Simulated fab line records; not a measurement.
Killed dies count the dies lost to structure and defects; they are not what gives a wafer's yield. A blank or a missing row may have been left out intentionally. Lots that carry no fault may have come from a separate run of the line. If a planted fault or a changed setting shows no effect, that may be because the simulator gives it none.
What tool caused it?	flow n5 finfet	9 lots with 27 wafers sampled at 2 steps, on a route of 1938 steps

WHAT EACH GAUGE READ, for each wafer
N5_BEOL_M4_RC_MEAS_101.
lot	measured	on	DIBL_N (mV/V)	DIBL_P (mV/V)	IOFF_N (nA/um)	IOFF_P (nA/um)	ION_N (uA/um)	ION_P (uA/um)	SS_N (mV/dec)	SS_P (mV/dec)	VT_N (mV)	VT_P (mV)
L591	day 8 18:03	prober-02	34.7 36.7 35.4	34.0 37.3 35.1	0.134 0.164 0.147	0.16 0.21 0.17	658 661 650	450 457 446	70.6 71.9 71.8	72.6 73.3 72.7	253.2 253.0 254.2	-257 -250 -256
L592	day 9 00:47	prober-02	37.8 37.4 35.7	36.5 37.5 34.7	0.156 0.165 0.122	0.20 0.21 0.17	672 676 653	455 462 452	70.3 71.3 70.5	73.7 73.5 72.9	252.7 248.5 254.3	-250 -248 -253
L597	day 10 01:27	prober-01	35.0 35.1 34.2	35.7 35.6 33.3	0.139 0.144 0.128	0.19 0.20 0.17	672 683 671	468 468 462	71.4 71.3 70.5	73.3 72.9 73.1	252.1 252.2 254.2	-252 -251 -252
L596	day 10 02:59	prober-02	37.6 35.8 35.6	38.5 37.4 37.4	0.184 0.158 0.165	0.24 0.22 0.22	698 686 696	475 467 477	72.1 71.1 71.1	73.9 73.5 73.4	245.7 250.7 247.4	-249 -249 -248
L606	day 12 12:52	prober-01	37.6 35.3 34.3	39.8 38.0 36.5	0.205 0.153 0.132	0.24 0.21 0.18	676 669 658	460 462 459	72.9 71.9 71.9	74.1 74.0 73.4	246.6 252.0 253.2	-249 -251 -253
L604	day 12 15:55	prober-01	36.6 37.2 35.2	37.1 37.6 36.7	0.172 0.176 0.142	0.21 0.22 0.20	666 669 673	463 458 462	72.4 72.7 71.5	72.5 74.3 73.6	249.4 250.6 252.4	-252 -252 -253
L608	day 13 14:35	prober-02	35.7 36.8 35.6	35.7 38.1 36.5	0.158 0.175 0.165	0.18 0.23 0.20	677 666 677	459 457 468	71.2 71.6 71.4	72.7 73.8 72.8	248.8 247.5 248.2	-254 -250 -251
L610	day 14 01:01	prober-01	38.4 36.2 36.0	38.9 36.3 35.3	0.223 0.157 0.158	0.30 0.23 0.21	690 666 675	478 461 461	73.0 71.9 71.6	74.6 73.7 72.9	246.9 252.2 252.8	-245 -248 -252
L609	day 14 08:34	prober-02	35.0 34.2 32.9	34.8 34.5 33.3	0.149 0.141 0.116	0.22 0.22 0.19	664 686 666	463 482 469	71.1 70.4 71.3	72.8 73.0 73.1	250.4 249.9 252.7	-248 -248 -251

N5_MIM_TOP_LITHO_OVL_MEAS_11.
lot	measured	on	MIM_TOP_OVL (nm)
L591	day 13 02:14	overlay-02	-7 1 -5
L592	day 13 15:38	overlay-02	6 1 -9
L597	day 14 14:32	overlay-02	-3 2 0
L596	day 14 14:30	overlay-01	-4 -8 -7
L606	day 16 15:48	overlay-01	6 -8 1
L604	day 16 17:15	overlay-01	-11 -1 -7
L608	day 18 02:55	overlay-01	4 1 -3
L610	day 18 08:08	overlay-01	7 9 3
L609	day 18 18:59	overlay-02	5 3 4

EACH LOT AND THE TOOL THAT RAN IT (in order: tool; ch and the chambers of the sampled wafers; start)
There is no process step in the record ahead of these readings.

WHAT THE TOOLS THEMSELVES READ (means of the sampled wafers that have a number; where no wafer has one, the mark that the record gives instead)
The record holds no such reading with a usual standard deviation.

THE ANSWER, worked out from the rows above alone
Rule: usual is defined by the lots themselves. The widest of any qualifying gaps counts: lots, ordered by their means at a reading, are off when they make up no more than a third of the lots, leave a main group of 4 or more, and stand apart from it by 3 or more times the standard deviation of that group's means. The tables above print the reading to a certain number of digits; a main group whose means all agree to those digits is not used. A lot without any number at a reading at which 4 lots or more have one is off too. Any other lot the step has rows for is counted as sound. Order of review: gauges by route order, followed by the tools' own readings, for which a lot's mean as printed above is used. At the first step where some lot is off, the reading lying furthest off is the one used; lots without a number count as furthest.
No lot is off at any reading shown: from this, nothing can be told.

WHAT WAS PUT IN BY THE SIMULATOR
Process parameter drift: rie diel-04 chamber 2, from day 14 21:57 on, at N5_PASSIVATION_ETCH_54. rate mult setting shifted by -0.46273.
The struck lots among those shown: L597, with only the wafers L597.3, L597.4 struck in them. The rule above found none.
